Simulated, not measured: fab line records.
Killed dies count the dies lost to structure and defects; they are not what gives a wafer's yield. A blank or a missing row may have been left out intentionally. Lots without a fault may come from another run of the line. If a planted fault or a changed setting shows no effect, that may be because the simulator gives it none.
Chamber matching    flow nandHarc    NHARC_A_CHANNEL_HOLE_D1_ETCH_44 on rieDiel-08 has 4 sister chambers
The step etches the open film in CF4/O2, target depth 140 nm, overetch 14 nm, time 77 s. 4 wafers are shown with their chamber, then 8 later ones without.

== WAFERS WITH THEIR CHAMBER ==
wafer   chamber  drypumpMotorCurrentA (A)
L475.5  2        6.4
L491.3  1        4.8
L491.4  3        5.9
L492.1  0        5.7

== WAFERS WITHOUT THEIR CHAMBER ==
wafer   drypumpMotorCurrentA (A)
L492.4  6.5
L492.5  6.5
L493.2  6.0
L493.3  5.7
L493.5  5.7
L494.2  6.5
L494.4  4.9
L494.5  5.7

== WHICH CHAMBER EACH ONE RAN IN ==
wafer   from the rows above  in truth
L492.4  2                    2
L492.5  2                    2
L493.2  3                    3
L493.3  0                    0
L493.5  0                    0
L494.2  2                    2
L494.4  1                    1
L494.5  0                    0
8 of 8 placed correctly. Left unplaced by these rows: 0. 0 placed wrongly.
How it was worked out, from the rows above alone: a wafer's distance from a chamber is the root of the sum, over the readings, of the square of ((its reading less the chamber's mean) divided by the reading's scatter). If the next closest chamber is less than 2 further off than the closest, the wafer can't be placed; otherwise it belongs to the closest. For every chamber, the mean is computed from those of its wafers that are shown. The scatter: with one shown wafer a chamber, the root of the mean of the squares of how far each hidden wafer lies from its nearest shown one.
